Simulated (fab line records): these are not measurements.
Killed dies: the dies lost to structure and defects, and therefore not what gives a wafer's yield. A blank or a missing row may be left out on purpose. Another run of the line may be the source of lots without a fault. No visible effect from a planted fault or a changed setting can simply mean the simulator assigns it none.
Chamber matching	flow n5 finfet	cmp-03 running N5_BEOL_M14_CMP_49: 4 sister chambers
The step polishes, stops on SiO2, t overpolish 5.2 s, target thk 560 nm. 8 wafers are shown with their chamber, then 7 later ones without.

## WAFERS PAIRED WITH THEIR CHAMBERS
wafer	chamber	motor current A (A)	barrier field endpoint s (s)
L807.4	0	7.5	10.8
L811.2	2	7.8	10.7
L811.3	3	9.6	11.5
L811.6	1	7.2	11.4
L809.1	1	7.3	10.9
L809.5	3	9.2	11.0
L820.2	0	7.7	11.2
L820.4	2	8.1	10.8

## WAFERS WITHOUT THEIR CHAMBER
wafer	motor current A (A)	barrier field endpoint s (s)
L820.6	7.3	11.4
L822.1	7.9	10.8
L822.5	7.2	11.1
L822.6	7.6	11.0
L823.2	8.1	10.4
L823.5	9.5	11.2
L823.6	7.6	11.0

## WHICH CHAMBER EACH WENT THROUGH
wafer	from the rows above	in truth
L820.6	can't be placed: 1 or 0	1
L822.1	can't be placed: 2 or 0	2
L822.5	can't be placed: 1 or 0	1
L822.6	can't be placed: 0 or 1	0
L823.2	can't be placed: 2 or 0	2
L823.5	3	3
L823.6	can't be placed: 0 or 1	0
Correctly placed: 1 of 7. These rows do not allow placing 6 (true chamber among the candidates in 6). 0 placed wrongly.
How it was worked out, from the rows above alone: a wafer's distance from a chamber is the root of the sum, over the readings, of the square of ((its reading less the chamber's mean) divided by the reading's scatter). The wafer belongs to the nearest chamber; if the next one is less than 2 further off, it can't be placed. Each chamber's mean is taken over the wafers shown for it. How the scatter is found: for the shown wafers, subtract from each reading the mean of its chamber, square and add these, divide the total by (wafers less chambers), then take the root.
